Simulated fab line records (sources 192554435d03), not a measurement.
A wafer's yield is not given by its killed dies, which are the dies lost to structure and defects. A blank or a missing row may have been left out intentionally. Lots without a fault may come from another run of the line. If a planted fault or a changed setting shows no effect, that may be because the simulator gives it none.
fab line records -- flow n5_finfet
record: lots: 6, wafers: 18, last_day: 19
route steps=1938 shown BEOL_M15@1799 PASSIVATION@1936
lots untouched by any fault: they come from a run of this same line in which no faults occurred
start_h: start of the lot's first displayed wafer, in hours after the record's first day -- wait_h: how many hours have passed since the lot's step before this one -- " as in the row above -- L1.1+2: one row covering several wafers at once -- - no value present, or no start provided -- * or withheld: withheld -- < > ~ a bound
route shown NAME@n: names a module that has steps shown in the file, with the first one's number in the route -- usual: average and standard deviation across the fault-free wafers -- same: alike in all rows -- chamber/n: place in a boat -- sites: the reading at each site -- _std_site: their standard deviation -- _edge_site: outer sites' mean less inner sites' -- radius_mm: for every site, how far away it sits from the centre of the wafer -- mask NAME#n: copy n -- behind: the last tool/chamber to shape the wafer -- hold: what put the lot on hold/how long, in hours/how the hold closed -- device: whichever transistor did not switch (one of n, p or np) -- end of line: tests run on the same wafers once the route is complete -- where a step has no rows: the recipe by itself -- killed: dies lost to structure and defects at the first sort, not the wafer's yield -- map: a wafer's dies, x killed, . not, _ none there
set.NAME: the setting as run; set.NAME@STEP: as run at that earlier step -- model.NAME: the simulator's own value behind a step, which no gauge read
a table for each step, a row for each wafer; lots at some steps of the route
services: from which hour (start_h, from the record's first day; less than 0 if before it) a tool's chamber was out of use, for how many hours, and why
== steps ==
step: N5_BEOL_M15_SOFTBAKE_23
recipe: temp_c: 130, time_s: 60
step: N5_BEOL_M15_EXPOSE_25
recipe: mask_id: M15, na: 0.8, source_shape: annular, sigma_inner: 0.5, sigma_outer: 0.8, polarization: unpolarized, target_cd_nm: 400, dose_mj: 35.5
step: N5_BEOL_M15_PEB_26
recipe: peb_temp_c: 130, peb_time_s: 90
step: N5_BEOL_M15_DEVELOP_27
recipe: develop_time_s: 45, rinse_liquid: diw, dry: air_spin, dev_temp_c: 21
step: N5_BEOL_M15_HARDBAKE_32
recipe: temp_c: 130, time_s: 120
step: N5_BEOL_M15_CD_MEAS_28
recipe: target_cd_nm: 407.6, landing_energy_ev: 500, detector: se_inlens
usual: cd_nm: 407.3/1.9
lot.wafer,tool,chamber,start_h,wait_h,cd_nm
L667.2,cd_sem-02,0,232.98,-,407.5
L667.4,cd_sem-02,0,232.98,-,409.0
L667.6,cd_sem-02,0,232.98,-,409.3
L672.3,cd_sem-02,0,254.79,-,405.3
L672.4,cd_sem-02,0,254.79,-,406.4
L672.5,cd_sem-02,0,254.79,-,406.4
L685.1,cd_sem-02,0,399.78,-,403.6
L685.3,cd_sem-02,0,399.78,-,405.9
L685.5,cd_sem-02,0,399.78,-,404.2
L684.4,cd_sem-01,0,399.98,-,405.3
L684.5,cd_sem-01,0,399.98,-,406.0
L684.6,cd_sem-01,0,399.98,-,406.3
L680.4,cd_sem-02,0,420.51,-,404.1
L680.5,cd_sem-02,0,420.51,-,408.7
L680.6,cd_sem-02,0,420.51,-,407.8
L690.2,cd_sem-01,0,424.26,-,408.8
L690.4,cd_sem-01,0,424.26,-,408.8
L690.5,cd_sem-01,0,424.26,-,408.0
step: N5_BEOL_M15_OVL_MEAS_29
recipe: points_per_wafer: 44
usual: M15_OVL: 1/4.8
lot.wafer,tool,chamber,start_h,wait_h,M15_OVL[nm]
L667.2,overlay-02,0,233.02,0.0,2
L667.4,overlay-02,0,233.02,0.0,7
L667.6,overlay-02,0,233.02,0.0,6
L672.3,overlay-02,0,254.81,0.0,13
L672.4,overlay-02,0,254.81,0.0,11
L672.5,overlay-02,0,254.81,0.0,10
L685.1,overlay-02,0,399.81,0.0,3
L685.3,overlay-02,0,399.81,0.0,-1
L685.5,overlay-02,0,399.81,0.0,1
L684.4,overlay-02,0,400.01,0.0,-4
L684.5,overlay-02,0,400.01,0.0,-5
L684.6,overlay-02,0,400.01,0.0,-5
L680.4,overlay-02,0,420.54,0.0,9
L680.5,overlay-02,0,420.54,0.0,8
L680.6,overlay-02,0,420.54,0.0,5
L690.2,overlay-01,0,424.29,0.0,1
L690.4,overlay-01,0,424.29,0.0,2
L690.5,overlay-01,0,424.29,0.0,7
step: N5_BEOL_M15_INSPECT_30
recipe: mode: adi, inspect_instrument: macro
usual: raw_defect_count: 2.0/1.4
lot.wafer,tool,chamber,start_h,wait_h,raw_defect_count
L667.2,defect_inspect-01,-,234.58,1.6,1
L667.4,defect_inspect-01,-,234.58,1.6,1
L667.6,defect_inspect-01,-,234.58,1.6,2
L672.3,defect_inspect-01,-,254.84,0.0,4
L672.4,defect_inspect-01,-,254.84,0.0,2
L672.5,defect_inspect-01,-,254.84,0.0,1
L685.1,defect_inspect-02,-,399.84,0.0,1
L685.3,defect_inspect-02,-,399.84,0.0,1
L685.5,defect_inspect-02,-,399.84,0.0,1
L684.4,defect_inspect-02,-,400.03,0.0,4
L684.5,defect_inspect-02,-,400.03,0.0,1
L684.6,defect_inspect-02,-,400.03,0.0,1
L680.4,defect_inspect-02,-,420.56,0.0,3
L680.5,defect_inspect-02,-,420.56,0.0,0
L680.6,defect_inspect-02,-,420.56,0.0,5
L690.2,defect_inspect-01,-,424.32,0.0,3
L690.4,defect_inspect-01,-,424.32,0.0,2
L690.5,defect_inspect-01,-,424.32,0.0,4
step: N5_BEOL_M15_DESCUM_33
recipe: chemistry: O2, time_s: 7.9, source_power_w: 50, bias_power_w: 20, pressure_mtorr: 20, rf_frequency_hz: 2.712e+07, temp_c: 40, o2_flow_sccm: 225
usual: drypump_motor_current_A: 5.6/0.71, oes_product_au: 0.77/0.088, rf_vpp_V: 243.2/1.5, showerhead_plenum_p_Torr: 2.10/0.079, throttle_valve_pct: 20.52/0.24
lot.wafer,tool,chamber,start_h,wait_h,drypump_motor_current_A,oes_product_au,rf_hours_counter_h,rf_vpp_V,showerhead_plenum_p_Torr,throttle_valve_pct
L667.2,rie_diel-05,2,234.62,0.0,5.3,0.70,223,245.0,2.14,20.44
L667.4,rie_diel-05,1,234.62,0.0,6.7,0.72,180,241.9,1.98,20.50
L667.6,rie_diel-05,1,234.62,0.0,6.7,0.71,-,242.8,1.98,20.49
L672.3,rie_diel-01,3,254.97,0.1,4.7,0.68,252,242.0,2.08,20.91
L672.4,rie_diel-01,2,254.97,0.1,5.5,0.74,-,241.2,2.09,20.76
L672.5,rie_diel-01,0,254.97,0.1,5.0,0.76,-,244.7,2.17,20.77
L685.1,rie_diel-05,2,399.91,0.1,5.3,1.00,2,244.3,2.13,20.11
L685.3,rie_diel-05,0,399.91,0.1,6.7,0.91,11,247.0,2.22,20.58
L685.5,rie_diel-05,1,399.91,0.1,6.7,0.69,-,241.4,1.97,20.56
L684.4,rie_diel-06,2,400.12,0.1,6.5,0.82,65,242.9,2.03,20.10
L684.5,rie_diel-06,1,400.12,0.1,5.4,0.68,-,243.1,2.06,20.61
L684.6,rie_diel-06,2,400.12,0.1,6.5,0.81,-,243.7,2.03,20.09
L680.4,rie_diel-01,3,421.13,0.6,4.7,0.88,39,241.2,2.06,20.55
L680.5,rie_diel-01,1,421.13,0.6,5.2,0.88,-,243.7,2.12,20.11
L680.6,rie_diel-01,0,421.13,0.6,5.0,0.72,-,244.2,2.16,20.84
L690.2,rie_diel-06,0,424.35,0.0,6.4,0.76,139,244.4,2.18,20.20
L690.4,rie_diel-06,0,424.35,0.0,6.4,0.76,-,242.7,2.18,20.20
L690.5,rie_diel-06,2,424.35,0.0,6.5,0.81,-,242.0,2.03,20.11
step: N5_BEOL_M15_ETCH_61
recipe: chemistry: N2/H2, target: BARC, target_depth_a: 890, overetch_a: 267, time_s: 67.9, ion_energy_ev: 200, pressure_mtorr: 30, source_w: 840, bias_w: 150, n2_flow_sccm: 200, h2_flow_sccm: 200
usual: drypump_motor_current_A: 5.6/0.72, oes_product_au: 0.66/0.071, rf_vpp_V: 524.2/2.8, showerhead_plenum_p_Torr: 2.55/0.099, throttle_valve_pct: 17.96/0.22
lot.wafer,tool,chamber,start_h,wait_h,drypump_motor_current_A,oes_product_au,rf_hours_counter_h,rf_vpp_V,showerhead_plenum_p_Torr,throttle_valve_pct
L667.2,rie_diel-05,2,234.65,0.0,5.3,0.60,223,525.7,2.62,17.96
L667.4,rie_diel-05,1,234.65,0.0,6.7,0.62,180,518.5,2.42,18.04
L667.6,rie_diel-05,1,234.65,0.0,6.7,0.61,-,520.0,2.42,18.06
L672.3,rie_diel-01,3,255.01,0.0,4.8,0.59,252,522.3,2.50,18.23
L672.4,rie_diel-01,2,255.01,0.0,5.5,0.64,-,524.9,2.51,18.04
L672.5,rie_diel-01,0,255.01,0.0,5.0,0.64,-,526.4,2.63,18.18
L685.1,rie_diel-05,2,399.95,0.0,5.3,0.83,2,525.2,2.60,17.55
L685.3,rie_diel-05,0,399.95,0.0,6.7,0.77,11,528.5,2.69,17.99
L685.5,rie_diel-05,1,399.95,0.0,6.7,0.59,-,519.4,2.40,18.13
L684.4,rie_diel-06,2,400.15,0.0,6.5,0.70,65,521.5,2.48,17.64
L684.5,rie_diel-06,1,400.15,0.0,5.4,0.59,-,524.0,2.49,18.01
L684.6,rie_diel-06,2,400.15,0.0,6.5,0.69,-,521.9,2.48,17.63
L680.4,rie_diel-01,3,421.16,0.0,4.8,0.76,39,522.7,2.48,17.82
L680.5,rie_diel-01,1,421.16,0.0,5.2,0.75,-,525.3,2.58,17.59
L680.6,rie_diel-01,0,421.16,0.0,5.0,0.62,-,525.8,2.61,18.25
L690.2,rie_diel-06,0,424.38,0.0,6.4,0.65,139,528.8,2.66,17.69
L690.4,rie_diel-06,0,424.38,0.0,6.4,0.65,-,526.4,2.66,17.70
L690.5,rie_diel-06,2,424.38,0.0,6.5,0.69,-,522.0,2.48,17.63
step: N5_BEOL_M15_TRENCH_ETCH_34
recipe: chemistry: C4F8/O2/Ar, target: SiO2, target_depth_a: 8729.3, he_inner_torr: 15, he_outer_torr: 30, time_s: 199, ion_energy_ev: 800, pressure_mtorr: 20, source_w: 1905, bias_w: 2040, Ar_flow_sccm: 400, C4F8_flow_sccm: 16, O2_flow_sccm: 12
usual: drypump_motor_current_A: 5.6/0.72, oes_product_au: 0.77/0.09, rf_vpp_V: 2232/38, showerhead_plenum_p_Torr: 3.46/0.11, throttle_valve_pct: 31.04/0.28
lot.wafer,tool,chamber,start_h,wait_h,drypump_motor_current_A,oes_product_au,rf_hours_counter_h,rf_vpp_V,showerhead_plenum_p_Torr,throttle_valve_pct
L667.2,rie_diel-05,2,234.70,0.0,5.3,0.69,223,2224,3.55,31.06
L667.4,rie_diel-05,1,234.70,0.0,6.7,0.72,180,2172,3.32,31.37
L667.6,rie_diel-05,1,234.70,0.0,6.7,0.72,-,2172,3.32,31.36
L672.3,rie_diel-01,3,255.06,0.0,4.7,0.69,253,2233,3.38,31.22
L672.4,rie_diel-01,2,255.06,0.0,5.6,0.75,-,2287,3.43,31.25
L672.5,rie_diel-01,0,255.06,0.0,5.0,0.74,-,2303,3.54,31.12
L685.1,rie_diel-05,2,400.00,0.0,5.3,1.00,2,2225,3.53,30.83
L685.3,rie_diel-05,0,400.00,0.0,6.7,0.92,12,2276,3.67,31.49
L685.5,rie_diel-05,1,400.00,0.0,6.7,0.68,-,2170,3.30,31.40
L684.4,rie_diel-06,2,400.20,0.0,6.5,0.82,65,2202,3.37,30.77
L684.5,rie_diel-06,1,400.20,0.0,5.4,0.67,-,2224,3.37,30.89
L684.6,rie_diel-06,2,400.20,0.0,6.5,0.82,-,2203,3.37,30.75
L680.4,rie_diel-01,3,421.22,0.0,4.7,0.89,39,2231,3.36,30.95
L680.5,rie_diel-01,1,421.22,0.0,5.2,0.88,-,2242,3.51,30.83
L680.6,rie_diel-01,0,421.22,0.0,5.0,0.71,-,2298,3.51,31.13
L690.2,rie_diel-06,0,424.44,0.0,6.4,0.76,139,2193,3.55,30.45
L690.4,rie_diel-06,0,424.44,0.0,6.4,0.76,-,2192,3.55,30.48
L690.5,rie_diel-06,2,424.44,0.0,6.5,0.81,-,2202,3.36,30.77
step: N5_BEOL_M15_STRIP_36
recipe: chemistry: O2, power_w: 600, temp_c: 60, pressure_mtorr: 30, rf_frequency_hz: 6e+07, bias_power_w: 0, overash_fraction: 0.3, o2_flow_sccm: 225
usual: bias_power_w: 0/0, chamber_pressure_mTorr: 30.00/0.058, drypump_motor_current_A: 5.8/0.71, oes_product_au: 0.78/0.095, rf_vpp_V: 3.7/0.97, showerhead_plenum_p_Torr: 2.10/0.085, throttle_valve_pct: 16.69/0.24
lot.wafer,tool,chamber,start_h,wait_h,bias_power_w,chamber_pressure_mTorr,drypump_motor_current_A,oes_product_au,rf_hours_counter_h,rf_vpp_V,showerhead_plenum_p_Torr,throttle_valve_pct,model.coat_of_BEOL_M15_COAT_22.thk_nm
L667.2,rie_diel-05,3,235.11,0.2,0,30.03,4.9,0.89,37,2.3,2.23,16.67,0
L667.4,rie_diel-05,0,235.11,0.2,0,30.05,6.7,0.67,224,4.1,1.97,17.08,0
L667.6,rie_diel-05,0,235.11,0.2,0,30.06,6.7,0.67,-,3.0,1.97,17.06,0
L672.3,rie_diel-06,2,255.38,0.1,0,30.02,6.5,0.87,27,4.8,2.04,16.29,0
L672.4,rie_diel-06,1,255.38,0.1,0,30.02,5.4,0.72,209,3.2,2.08,16.82,0
L672.5,rie_diel-06,3,255.38,0.1,0,30.10,5.4,0.71,-,4.6,2.06,16.69,0
L685.1,rie_diel-05,3,401.80,1.6,-,-,-,-,-,-,-,-,536.8
L685.3,rie_diel-05,2,401.80,1.6,-,-,-,-,-,-,-,-,532.2
L685.5,rie_diel-05,2,401.80,1.6,-,-,-,-,-,-,-,-,551.4
L684.4,rie_diel-05,2,403.56,3.2,-,-,-,-,-,-,-,-,539.8
L684.5,rie_diel-05,3,403.56,3.2,-,-,-,-,-,-,-,-,549.2
L684.6,rie_diel-05,2,403.56,3.2,-,-,-,-,-,-,-,-,539.4
L680.4,rie_diel-01,0,425.14,3.7,0,30.01,5.0,0.72,231,2.8,2.16,17.07,0
L680.5,rie_diel-01,3,425.14,3.7,0,30.07,4.7,0.86,-,4.1,2.06,16.74,0
L680.6,rie_diel-01,2,425.14,3.7,0,29.88,5.6,0.71,-,3.6,2.08,17.06,0
L690.2,rie_diel-06,0,427.64,3.0,0,29.95,6.4,0.76,140,3.2,2.18,16.52,0
L690.4,rie_diel-06,0,427.64,3.0,0,29.96,6.4,0.78,-,4.4,2.18,16.55,0
L690.5,rie_diel-06,3,427.64,3.0,0,29.97,5.4,0.69,-,3.4,2.05,16.79,0
step: N5_BEOL_M15_STRIP_62
recipe: chemistry: O2, power_w: 600, temp_c: 60, pressure_mtorr: 30, rf_frequency_hz: 6e+07, bias_power_w: 0, overash_fraction: 0.3, o2_flow_sccm: 225
usual: chamber_pressure_mTorr: 29.995/0.028, drypump_motor_current_A: 5.8/0.71, oes_product_au: 0.78/0.095, rf_vpp_V: 3.6/0.51, showerhead_plenum_p_Torr: 2.10/0.085, throttle_valve_pct: 16.69/0.24
same: bias_power_w: 0
lot.wafer,tool,chamber,start_h,wait_h,chamber_pressure_mTorr,drypump_motor_current_A,oes_product_au,rf_hours_counter_h,rf_vpp_V,showerhead_plenum_p_Torr,throttle_valve_pct
L667.2,rie_diel-05,3,-,-,30.012,4.9,0.89,37,2.4,2.23,16.67
L667.4,rie_diel-05,0,-,-,30.008,6.7,0.68,224,3.7,1.97,17.06
L667.6,rie_diel-05,0,-,-,30.037,6.7,0.68,-,4.1,1.97,17.05
L672.3,rie_diel-06,2,-,-,29.989,6.5,0.87,27,3.0,2.05,16.26
L672.4,rie_diel-06,1,-,-,30.046,5.4,0.71,209,3.1,2.08,16.82
L672.5,rie_diel-06,3,-,-,29.994,5.4,0.72,-,3.4,2.06,16.71
L685.1,rie_diel-05,3,401.84,0.0,29.940,4.9,0.83,81,1.9,2.21,16.74
L685.3,rie_diel-05,2,401.84,0.0,29.945,5.3,1.00,3,4.6,2.14,16.30
L685.5,rie_diel-05,2,401.84,0.0,30.004,5.3,0.99,-,3.1,2.13,16.34
L684.4,rie_diel-05,2,403.60,0.0,29.942,5.3,0.99,3,4.0,2.13,16.32
L684.5,rie_diel-05,3,403.60,0.0,29.960,4.9,0.82,-,3.8,2.21,16.74
L684.6,rie_diel-05,2,403.60,0.0,29.931,5.3,0.98,-,3.1,2.13,16.33
L680.4,rie_diel-01,0,-,-,30.013,5.0,0.71,231,3.6,2.16,17.07
L680.5,rie_diel-01,3,-,-,29.994,4.7,0.88,-,4.1,2.06,16.74
L680.6,rie_diel-01,2,-,-,30.038,5.5,0.70,-,3.2,2.08,17.08
L690.2,rie_diel-06,0,-,-,29.978,6.4,0.76,140,4.5,2.18,16.50
L690.4,rie_diel-06,0,-,-,29.947,6.4,0.76,-,2.9,2.18,16.51
L690.5,rie_diel-06,3,-,-,29.985,5.5,0.69,-,3.0,2.05,16.78
step: N5_PASSIVATION_PROBE_49
usual: defect_limited_yield: 91.0/1.5, killed_at_M0_to_M3: 32/9.6, killed_at_M4_up: 13/4.7, killed_at_contacts: 13/7.2, killed_at_front_end: 44/13, killed_at_other: 4/3.4, killed_dies: 106/18, killed_open: 70/13, killed_short: 35/8, sort_bin_5_function: 5.3/0.97, sort_bin_6_memory: 3.4/0.73, sort_n_pass: 1074/18, sort_yield_pct: 91.0/1.5
same: gross_dies: 1180, killed_at_back_side: 0, sort_bin_4_leakage[%]: 0, sort_bin_8_speed[%]: 0
lot.wafer,tool,chamber,start_h,wait_h,defect_limited_yield[%],killed_at_M0_to_M3,killed_at_M4_up,killed_at_contacts,killed_at_front_end,killed_at_other,killed_dies,killed_open,killed_short,sort_bin_5_function[%],sort_bin_6_memory[%],sort_n_pass,sort_yield_pct[%]
L667.2,prober-01,-,249.89,0.1,90.9,36,19,11,34,7,107,70,35,5.1,3.6,1073,90.9
L667.4,prober-01,-,249.99,0.2,92.4,27,12,6,40,5,90,62,27,4.3,2.8,1090,92.4
L667.6,prober-01,-,250.09,0.3,91.6,40,10,4,38,7,99,69,29,4.5,3.6,1081,91.6
L672.3,prober-02,-,272.74,0.1,92.7,39,9,4,32,2,86,56,27,4.0,2.9,1094,92.7
L672.4,prober-02,-,272.79,0.2,91.3,30,13,17,40,3,103,71,28,4.8,3.6,1077,91.3
L672.5,prober-02,-,272.84,0.2,89.6,46,10,10,47,10,123,84,34,5.6,4.3,1057,89.6
L685.1,prober-01,-,420.81,0.0,92.5,28,7,18,28,8,89,59,30,4.6,2.6,1091,92.5
L685.3,prober-01,-,420.91,0.1,89.5,57,14,19,29,5,124,78,42,6.4,3.7,1056,89.5
L685.5,prober-01,-,421.01,0.2,91.8,49,4,11,27,6,97,58,38,4.5,3.6,1083,91.8
L684.4,prober-01,-,425.23,0.2,91.9,37,12,10,34,2,95,59,35,4.3,3.6,1085,91.9
L684.5,prober-01,-,425.28,0.2,91.8,33,11,14,38,1,97,63,34,5.1,3.0,1083,91.8
L684.6,prober-01,-,425.33,0.3,90.9,30,18,6,47,6,107,67,39,5.4,3.1,1073,90.9
killed by level:class
L667.2 BEOL_M1:geometric_particle:open=13 FIN_SAQP:geometric_particle:open=10 MOL_CONTACT_COAG:geometric_particle:open=9 BEOL_M4:geometric_particle:open=9 BEOL_M2:geometric_particle:open=8 STARTING-WAFER:geometric_particle:short=7 BEOL_M3:geometric_particle:open=5 FIN_SAQP:geometric_particle:short=4
L667.4 BEOL_M3:geometric_particle:open=15 FIN_SAQP:geometric_particle:short=7 DUMMY_GATE:geometric_particle:open=7 FIN_SAQP:geometric_particle:open=6 MOL_CONTACT_COAG:geometric_particle:open=6 BEOL_M4:geometric_particle:open=6 BEOL_M2:geometric_particle:open=5 STI_FIN_REVEAL:geometric_particle:open=3
L667.6 FIN_SAQP:geometric_particle:open=18 BEOL_M2:geometric_particle:open=18 BEOL_M3:geometric_particle:open=6 STARTING-WAFER:geometric_particle:short=6 FIN_SAQP:geometric_particle:short=5 BEOL_M1:geometric_particle:open=5 MOL_CONTACT_COAG:geometric_particle:open=4 BEOL_M3:geometric_particle:short=4
L672.3 BEOL_M2:geometric_particle:open=10 FIN_SAQP:geometric_particle:short=8 BEOL_M0_SAQP:geometric_particle:short=7 BEOL_M0:geometric_particle:open=6 BEOL_M0_SAQP:geometric_particle:open=6 BEOL_M1:geometric_particle:open=6 DUMMY_GATE:geometric_particle:open=4 FIN_SAQP:geometric_particle:open=4
L672.4 MOL_CONTACT_COAG:geometric_particle:open=12 FIN_SAQP:geometric_particle:open=11 BEOL_M4:geometric_particle:open=10 FIN_SAQP:geometric_particle:short=8 BEOL_M2:geometric_particle:open=7 STI_FIN_REVEAL:geometric_particle:open=6 GATE_CUT:geometric_particle:open=5 MOL_CONTACT_COAG:geometric_particle:short=5
L672.5 BEOL_M2:geometric_particle:open=18 BEOL_M0_SAQP:geometric_particle:open=12 FIN_SAQP:geometric_particle:open=11 FIN_SAQP:geometric_particle:short=10 MOL_CONTACT_COAG:geometric_particle:open=8 BEOL_M3:geometric_particle:open=6 GATE_CUT:geometric_particle:open=5 GATE_CUT:geometric_particle:short=5
L685.1 MOL_CONTACT_COAG:geometric_particle:open=13 FIN_SAQP:geometric_particle:open=11 BEOL_M3:geometric_particle:open=10 FIN_SAQP:geometric_particle:short=6 BEOL_M0_SAQP:geometric_particle:short=6 MOL_CONTACT_COAG:geometric_particle:short=5 BEOL_M0_SAQP:geometric_particle:open=5 BEOL_M2:geometric_particle:open=4
L685.3 BEOL_M0_SAQP:geometric_particle:open=18 BEOL_M3:geometric_particle:open=15 MOL_CONTACT_COAG:geometric_particle:open=12 FIN_SAQP:geometric_particle:open=7 BEOL_M4:geometric_particle:open=7 MOL_CONTACT_COAG:geometric_particle:short=6 BEOL_M3:geometric_particle:short=5 BEOL_M1:geometric_particle:short=5
L685.5 BEOL_M3:geometric_particle:open=20 BEOL_M0_SAQP:geometric_particle:short=16 MOL_CONTACT_COAG:geometric_particle:open=7 BEOL_M0_SAQP:geometric_particle:open=7 FIN_SAQP:geometric_particle:short=6 FIN_SAQP:geometric_particle:open=5 GATE_CUT:geometric_particle:open=5 STARTING-WAFER:geometric_particle:short=5
L684.4 FIN_SAQP:geometric_particle:short=8 BEOL_M0_SAQP:geometric_particle:open=8 MOL_CONTACT_COAG:geometric_particle:open=7 BEOL_M0_SAQP:geometric_particle:short=7 BEOL_M1:geometric_particle:open=6 BEOL_M2:geometric_particle:open=6 BEOL_M4:geometric_particle:open=6 FIN_SAQP:geometric_particle:open=4
L684.5 STI_FIN_REVEAL:geometric_particle:open=13 MOL_CONTACT_COAG:geometric_particle:open=11 BEOL_M2:geometric_particle:open=10 BEOL_M0_SAQP:geometric_particle:short=5 BEOL_M0_SAQP:geometric_particle:open=4 BEOL_M3:geometric_particle:open=4 FIN_SAQP:geometric_particle:short=3 ILD0:geometric_particle:short=3
L684.6 STI_FIN_REVEAL:geometric_particle:open=12 FIN_SAQP:geometric_particle:short=6 BEOL_M1:geometric_particle:open=6 GATE_CUT:geometric_particle:short=5 MOL_CONTACT_COAG:geometric_particle:open=5 BEOL_M4:geometric_particle:open=5 BEOL_M0_SAQP:geometric_particle:open=4 GATE_CUT:geometric_particle:open=4
== services ==
tool,chamber,start_h,hours,kind
rie_diel-01,1,249.23,-,clean
rie_diel-01,1,249.23,-,consumable_replace:focus_ring
rie_diel-01,1,249.23,20.2,scheduled_down
rie_diel-01,1,249.23,20.2,vent_cycle
rie_diel-05,-,253.99,4.3,pm
rie_diel-05,-,284.08,2.4,repair
rie_diel-01,1,294.48,7.1,repair
rie_diel-05,-,295.14,2.8,pm
rie_diel-05,-,320.91,14.6,pm
rie_diel-05,0,348.78,2.5,repair
rie_diel-06,3,349.43,8.6,repair
rie_diel-05,0,357.79,-,clean
rie_diel-05,0,357.79,-,consumable_replace:focus_ring
rie_diel-05,0,357.79,-,consumable_replace:showerhead
rie_diel-05,0,357.79,13.4,scheduled_down
rie_diel-05,0,357.79,13.4,vent_cycle
rie_diel-01,0,362.90,12.3,repair
rie_diel-05,1,368.33,8.1,repair
rie_diel-05,2,376.45,-,clean
rie_diel-05,2,376.45,-,consumable_replace:focus_ring
rie_diel-05,2,376.45,16.2,scheduled_down
rie_diel-05,2,376.45,16.2,vent_cycle
rie_diel-06,1,418.76,6.1,repair
rie_diel-05,-,419.60,1.1,repair
== key ==
first_sign: step: N5_BEOL_M15_STRIP_36, reading: tool_record, direction: missing
effect none on later readings
model_effect: step: N5_BEOL_M15_STRIP_36, value: coat_of_BEOL_M15_COAT_22.thk_nm, without: 0, struck: 541.5
met_at N5_BEOL_M15_STRIP_36
struck_wafers L684.4,L684.5,L684.6,L685.1,L685.3,L685.5
onset_between 235.11 401.80
fault: kind: skipped_step_whole, tool: rie_diel-05, chamber: -, onset_h: 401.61, steps: N5_BEOL_M15_STRIP_36, scope: struck_lots_only
